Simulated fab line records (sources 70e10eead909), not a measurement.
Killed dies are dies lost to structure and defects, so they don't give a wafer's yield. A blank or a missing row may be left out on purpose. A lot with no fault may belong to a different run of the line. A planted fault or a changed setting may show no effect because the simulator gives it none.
Matching of chambers | flow nand harc | NHARC_P_ZERO_WELL_ETCH_63 on rie si-02: 4 sister chambers
The step etches the open film in HBr/Cl2, target depth 120 nm, time 40.1 s. 8 wafers are shown with their chamber, then 9 later ones without.

== EACH WAFER AND ITS CHAMBER ==
wafer  | chamber | hbr flow sccm (sccm) | throttle valve pct (%)
L081.2 | 2       | 150.4                | 26.420
L081.6 | 1       | 150.1                | 26.405
L087.2 | 1       | 150.8                | 26.403
L087.3 | 2       | 149.9                | 26.403
L087.4 | 3       | 150.1                | 26.423
L090.2 | 0       | 150.7                | 26.411
L090.3 | 3       | 149.4                | 26.407
L090.6 | 0       | 150.2                | 26.420

== WAFERS WITHOUT THEIR CHAMBER ==
wafer  | hbr flow sccm (sccm) | throttle valve pct (%)
L091.1 | 150.1                | 26.394
L091.3 | 149.9                | 26.407
L091.4 | 150.0                | 26.420
L092.1 | 149.9                | 26.407
L092.5 | 149.2                | 26.399
L092.6 | 150.1                | 26.406
L094.3 | 149.9                | 26.401
L094.4 | 150.3                | 26.411
L094.5 | 149.7                | 26.384

== WHICH CHAMBER EACH WENT THROUGH ==
wafer  | from the rows above               | in truth
L091.1 | can't be placed: 1 or 2 or 3 or 0 | 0
L091.3 | can't be placed: 2 or 3 or 1 or 0 | 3
L091.4 | can't be placed: 3 or 2 or 0 or 1 | 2
L092.1 | can't be placed: 2 or 3 or 1 or 0 | 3
L092.5 | can't be placed: 3 or 2 or 1 or 0 | 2
L092.6 | can't be placed: 2 or 1 or 3 or 0 | 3
L094.3 | can't be placed: 2 or 1 or 3 or 0 | 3
L094.4 | can't be placed: 2 or 0 or 1 or 3 | 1
L094.5 | can't be placed: 1 or 2 or 3 or 0 | 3
Placed correctly: 0 of 9. From these rows, 9 cannot be placed; in 9 the true chamber is one of the candidates. Wrongly placed: 0.
How it was worked out, from the rows above alone: a wafer's distance from a chamber is the root of the sum, over the readings, of the square of ((its reading less the chamber's mean) divided by the reading's scatter). The wafer belongs to the nearest chamber; if the next one is less than 2 further off, it can't be placed. The mean given for a chamber averages the wafers shown for that chamber. The scatter: take each reading less its chamber's mean, square it, sum over the shown wafers, divide by the number of wafers less the number of chambers, and take the root.
